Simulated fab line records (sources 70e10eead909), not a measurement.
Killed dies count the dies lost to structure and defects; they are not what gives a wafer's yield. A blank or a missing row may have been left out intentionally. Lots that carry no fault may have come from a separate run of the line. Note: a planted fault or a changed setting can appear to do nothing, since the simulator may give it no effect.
Matching of chambers | flow nand-harc | rie-diel-06 running NHARC_THIN_TSV_DESCUM_35: 4 sister chambers
The step chemistry O2, time 3 s. 14 wafers are shown with their chamber, then 7 later ones without.

EACH WAFER AND ITS CHAMBER
wafer  | chamber | showerhead-plenum-p-Torr (Torr) | drypump-motor-current-A (A) | oes-product-au (a.u.)
L622.1 | 1       | 1.91                            | 5.8                         | 1.001
L622.2 | 0       | 2.01                            | 5.4                         | 0.979
L622.3 | 2       | 1.85                            | 6.0                         | 0.984
L623.2 | 1       | 1.91                            | 5.8                         | 0.993
L623.4 | 2       | 1.85                            | 6.0                         | 0.976
L623.6 | 2       | 1.85                            | 6.0                         | 0.982
L634.3 | 3       | 1.81                            | 5.2                         | 0.989
L634.5 | 3       | 1.81                            | 5.3                         | 1.011
L634.6 | 2       | 1.85                            | 6.0                         | 0.979
L637.3 | 1       | 1.90                            | 5.8                         | 0.993
L637.5 | 1       | 1.90                            | 5.8                         | 0.992
L637.6 | 2       | 1.85                            | 6.0                         | 0.983
L639.2 | 2       | 1.85                            | 6.0                         | 0.974
L639.4 | 3       | 1.81                            | 5.2                         | 0.996

SIGNATURES (averages over the wafers above)
reading                  | chamber 0 | chamber 1 | chamber 2 | chamber 3 | scatter within a chamber
showerhead-plenum-p-Torr | 2.0100    | 1.9050    | 1.8500    | 1.8100    | 0.00316
drypump-motor-current-A  | 5.400     | 5.800     | 6.000     | 5.233     | 0.0258
oes-product-au           | 0.97900   | 0.99475   | 0.97967   | 0.99867   | 0.00622
Rule: distance of a wafer from a chamber = root of the sum over the readings of ((wafer's reading minus chamber's mean) / reading's scatter) squared. The wafer belongs to the nearest chamber; if the next one is less than 2 further off, it can't be placed. The scatter is the square root of a quotient: the sum, over the shown wafers, of each reading's squared deviation from its chamber's mean, divided by wafers minus chambers.

WAFERS MISSING THEIR CHAMBER
wafer  | showerhead-plenum-p-Torr (Torr) | drypump-motor-current-A (A) | oes-product-au (a.u.)
L639.6 | 2.00                            | 5.3                         | 0.976
L640.2 | 1.90                            | 5.8                         | 0.984
L640.3 | 1.85                            | 6.0                         | 0.970
L640.5 | 1.90                            | 5.8                         | 0.978
L641.1 | 1.90                            | 5.8                         | 0.993
L641.2 | 1.85                            | 6.0                         | 0.981
L641.3 | 2.00                            | 5.3                         | 0.981

CHAMBER TAKEN BY EACH
wafer  | from the rows above | in truth
L639.6 | 0                   | 0
L640.2 | 1                   | 1
L640.3 | 2                   | 2
L640.5 | 1                   | 1
L641.1 | 1                   | 1
L641.2 | 2                   | 2
L641.3 | 0                   | 0
Correctly placed: 7 of 7. From these rows, 0 cannot be placed. Placed wrongly: 0.
